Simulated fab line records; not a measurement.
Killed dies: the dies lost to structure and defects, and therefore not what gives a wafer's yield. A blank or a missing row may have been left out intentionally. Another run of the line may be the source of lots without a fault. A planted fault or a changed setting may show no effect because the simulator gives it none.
Split-lot trial    flow n5-finfet    route with 1938 steps; 7 lots, 21 wafers read

## THE SPLIT ITSELF
At N5_BEOL_M7_COAT_05 (resist thk 90 nm), the setting spin-rpm was moved away from the recipe's 1500 rpm on 11 of the 21 wafers read, by -7.3% to +9.2%. This setting was run at the recipe's value on the other wafers.

The split's own step is where the reading is taken.

## THE READING
CAR-ArF_of_BEOL_M7_COAT_05.thk-nm (the simulator's own value, which no gauge read), in nm, at N5_BEOL_M7_COAT_05 (resist thk 90 nm). No usual value for it is given in the file. Average 90.2 nm, standard deviation 0.21 nm, over the 10 wafers here run with the recipe.

wafer   tool, chamber at the split  spin-rpm as run, rpm  against the recipe  CAR-ArF_of_BEOL_M7_COAT_05.thk-nm, nm  against lot-mates on the recipe
L076.2  litho-track-05, 0           1421                  -5.3%               92.6                                   +2.4
L076.3  litho-track-05, 0           1421                  -5.3%               92.4                                   +2.2
L076.4  litho-track-05, 0           1500                  recipe              90.2                                   -
L081.2  litho-track-03, 0           1638                  +9.2%               86                                     -4.0
L081.4  litho-track-03, 0           1638                  +9.2%               86.2                                   -3.8
L081.5  litho-track-03, 0           1500                  recipe              90                                     -
L080.1  litho-track-05, 0           1500                  recipe              90.2                                   -
L080.4  litho-track-05, 0           1500                  recipe              90                                     -
L080.6  litho-track-05, 0           1390                  -7.3%               93.4                                   +3.3
L082.1  litho-track-05, 0           1587                  +5.8%               87.6                                   -2.4
L082.2  litho-track-05, 0           1500                  recipe              90                                     -
L082.6  litho-track-05, 0           1587                  +5.8%               87.8                                   -2.2
L088.2  litho-track-05, 0           1500                  recipe              90.4                                   -
L088.5  litho-track-05, 0           1600                  +6.7%               87.6                                   -2.8
L088.6  litho-track-05, 0           1600                  +6.7%               87.6                                   -2.8
L095.2  litho-track-01, 0           1500                  recipe              90.4                                   -
L095.4  litho-track-01, 0           1500                  recipe              90.4                                   -
L095.3  litho-track-01, 0           1500                  recipe              90.6                                   -
L097.2  litho-track-05, 0           1401                  -6.6%               93                                     +3.0
L097.4  litho-track-05, 0           1500                  recipe              90                                     -
L097.5  litho-track-05, 0           1401                  -6.6%               93.4                                   +3.4

FIT RESULTS
A straight line over all 21 wafers: CAR-ArF_of_BEOL_M7_COAT_05.thk-nm changes by -0.435 nm for each +1% of spin-rpm; r = -1.00; the points scatter about the line by 0.2 nm.
The same after taking each lot's own level away (the mean of its wafers on the recipe; 21 wafers): -0.436 nm for each +1%; r = -1.00; scatter 0.15 nm.
The reading moves by 4 nm for the largest change in spin-rpm, on that fit.
Across the lots, their own levels run from 90.00 to 90.47 nm, a range of 2.2 times the standard deviation given above.
Consequently the slope shifts little with the lot-to-lot level, the two slopes agreeing.
Check: for one of the wafers moved furthest among these (+9.2%), held out of the fit, the line's prediction against its lot-mates is -3.91 nm. It came out at -4 nm against them.

## THE OTHER SPLITS THESE WAFERS WENT THROUGH
Other splits were also applied to these wafers ahead of the reading. Each is held against what the fit with the lots' levels taken away leaves over:
other split on the same wafers  wafers away from the commonest value  r with CAR-ArF_of_BEOL_M7_COAT_05.thk-nm (lot level and that fit taken away)
N5_BEOL_M6_COAT_60 spin-rpm     3                                     -0.37
N5_BEOL_M6_ETCH_41 time-s       7                                     +0.05

## FILE'S OWN FIT
CAR-ArF_of_BEOL_M7_COAT_05.thk-nm changes by -0.435 nm for each +1% of spin-rpm, r = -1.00.
